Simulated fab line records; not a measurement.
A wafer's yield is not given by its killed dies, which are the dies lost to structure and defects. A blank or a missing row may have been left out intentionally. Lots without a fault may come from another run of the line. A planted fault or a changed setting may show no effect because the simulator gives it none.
A struck lot beside a sound one	flow n5Finfet	25 out of 1938 route steps
Sound: wafers L221.1, L221.2, L221.3. The struck wafers were L232.1, L232.4, L232.5. The cause comes at the end.
At each step with rows: each side's tool, then ch and its chambers, then its first start. Under that, the readings that differ: sound wafers	struck wafers	difference of the means	sigmas: that difference in standard deviations of wafers without a fault.
alike: same words and numbers on both sides, and readings whose means sit less than 2 such deviations apart. not compared: any withheld reading, any reading some wafer has no value for, any bound like >300 that may hide the same value, and any number with overlapping values for which the record gives no deviation.
Wherever a step has rows on one side only, a row that says differs or no value, or a row with sigmas, the two part there. Non-overlapping numbers with no deviation appear without sigmas and do not part them. Lack of a reading on every wafer of one side parts them only where that side has two or more wafers.

N5_FIN_SAQP_HM_CD_35: the cd target is 8 nm.
  sound on cdSem-02, day 4 23:04; struck on cdSem-03, day 7 15:28
  alike: cdNm
N5_FIN_SAQP_ETCH_64: etches SiO2 in CF4, target depth 1.5 nm.
  sound on rieSi-06 ch 0,1,3, day 4 23:07; struck on rieSi-06 ch 2,3, day 7 15:31
  alike: drypumpMotorCurrentA, oesProductAu, throttleValvePct
  not compared: rfHoursCounterH
N5_FIN_SAQP_FIN_ETCH_36: etches the open film in HBr/Cl2/O2, target depth 120 nm, time 50.4 s.
  sound on rieSi-06 ch 0,1,3, day 4 23:08; struck on rieSi-06 ch 2,3, day 7 15:32
  alike: drypumpMotorCurrentA, oesProductAu, throttleValvePct
  not compared: rfHoursCounterH
N5_FIN_SAQP_CD_MEAS_37: the cd target is 8 nm.
  sound on cdSem-02, day 4 23:16; struck on cdSem-01, day 7 15:39
  alike: cdNm
then, 3 steps without rows for these wafers: N5_FIN_SAQP_PRECLEAN_38 (cleans in O3/DIW, time 45 s); N5_FIN_SAQP_PRECLEAN_45 (cleans in dHF, time 10 s); N5_FIN_SAQP_SRD_39 (time 30 s).
N5_FIN_SAQP_OCD_MEAS_76:
  sound on ocd-01, day 4 23:22; struck on ocd-01, day 7 15:45
  alike: trenchDepthNm
N5_FIN_SAQP_INSPECT_40: inspects for defects (brightfield).
  sound on defectInspect-02, day 4 23:23; struck on defectInspect-01, day 7 15:47
  alike: rawDefectCount
then, 3 steps without rows for these wafers: N5_FIN_CUT_COAT_18 (time 60 s, resist thk 230 nm); N5_FIN_CUT_COAT_19 (time 60 s, resist thk 20 nm); N5_FIN_CUT_COAT_29 (time 60 s, resist thk 10 nm).
N5_FIN_CUT_COAT_02: resist thk 30 nm.
  sound on lithoTrack-02 ch 0, day 4 23:26; struck on lithoTrack-03 ch 0, day 7 15:49
reading	sound	struck	difference	sigmas
spinSpeedRpm (rpm)	1499.1 1500.1 1499.0	1615.1 1614.7 1615.3	+115.6	+99 or more
model.CAR-EUV_of_FIN_CUT_COAT_02.thkNm (nm)	30 30 30	29 28.8 29	-1	
then, 5 steps without rows for these wafers: N5_FIN_CUT_EBR_04; N5_FIN_CUT_SOFTBAKE_03 (time 60 s); N5_FIN_CUT_EXPOSE_05 (exposes mask FIN CUT); N5_FIN_CUT_PEB_06 (peb time 60 s); N5_FIN_CUT_DEVELOP_07 (develop time 30 s).
N5_FIN_CUT_CD_MEAS_08: the cd target is 29.1 nm.
  sound on cdSem-03 ch 0, day 4 23:49; struck on cdSem-03 ch 0, day 7 16:05
  alike: cdNm
N5_FIN_CUT_OVL_MEAS_09:
  sound on overlay-02 ch 0, day 4 23:51; struck on overlay-01 ch 0, day 7 16:07
  alike: FIN_CUT_OVL
N5_FIN_CUT_INSPECT_10: inspects for defects (brightfield).
  sound on defectInspect-02, day 4 23:54; struck on defectInspect-01, day 7 16:10
  alike: rawDefectCount
N5_FIN_CUT_DESCUM_13: chemistry O2, time 7 s.
  sound on rieDiel-01 ch 0,1,3, day 4 23:56; struck on rieDiel-06 ch 0,2,3, day 7 16:28
  alike: drypumpMotorCurrentA, oesProductAu, rfVppV, showerheadPlenumPTorr, throttleValvePct
  not compared: rfHoursCounterH
N5_FIN_CUT_ETCH_30: etches underlayer in N2/H2, target depth 13 nm, time 10.4 s.
  sound on rieDiel-01 ch 0,1,3, day 4 23:58; struck on rieDiel-06 ch 0,2,3, day 7 16:29
reading	sound	struck	difference	sigmas
model.CAR-EUV_of_FIN_CUT_COAT_02.thkNm (nm)	14.6 14.6 14.8	13.8 13.6 13.6	-1.0	
  alike: drypumpMotorCurrentA, etchRfOnTimeS, oesProductAu, rfVppV, showerheadPlenumPTorr, throttleValvePct
  not compared: rfHoursCounterH
N5_FIN_CUT_ETCH_20: etches SiARC in CF4, target depth 26 nm, time 43.3 s.
  sound on rieDiel-01 ch 0,1,3, day 4 23:59; struck on rieDiel-06 ch 0,2,3, day 7 16:31
  alike: drypumpMotorCurrentA, etchRfOnTimeS, oesProductAu, rfVppV, showerheadPlenumPTorr, throttleValvePct
  not compared: rfHoursCounterH
-- record jumps: 7 days separate the struck wafers' starts on either side; left off in module FIN_CUT, taken up again in module BEOL_M4, whose first shown step is the route's number 1111 --
N5_BEOL_M4_RC_MEAS_101:
  sound on prober-01 ch 0, day 11 14:29; struck on prober-02 ch 0, day 14 07:40
  alike: DIBL_N, DIBL_P, IOFF_N, IOFF_P, ION_N, ION_P, SS_N, SS_P, VT_N, VT_P

## WHERE THEY PART
At N5_FIN_CUT_COAT_02 and nowhere else, as far as this record goes. Later steps at which nothing parts them and some readings are alike: N5_FIN_CUT_CD_MEAS_08, N5_FIN_CUT_OVL_MEAS_09, N5_FIN_CUT_INSPECT_10, N5_FIN_CUT_DESCUM_13, N5_FIN_CUT_ETCH_30, N5_FIN_CUT_ETCH_20, N5_BEOL_M4_RC_MEAS_101.

WHY: the cause the simulator had injected
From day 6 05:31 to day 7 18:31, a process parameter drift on lithoTrack-03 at N5_FIN_CUT_COAT_02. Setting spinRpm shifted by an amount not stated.
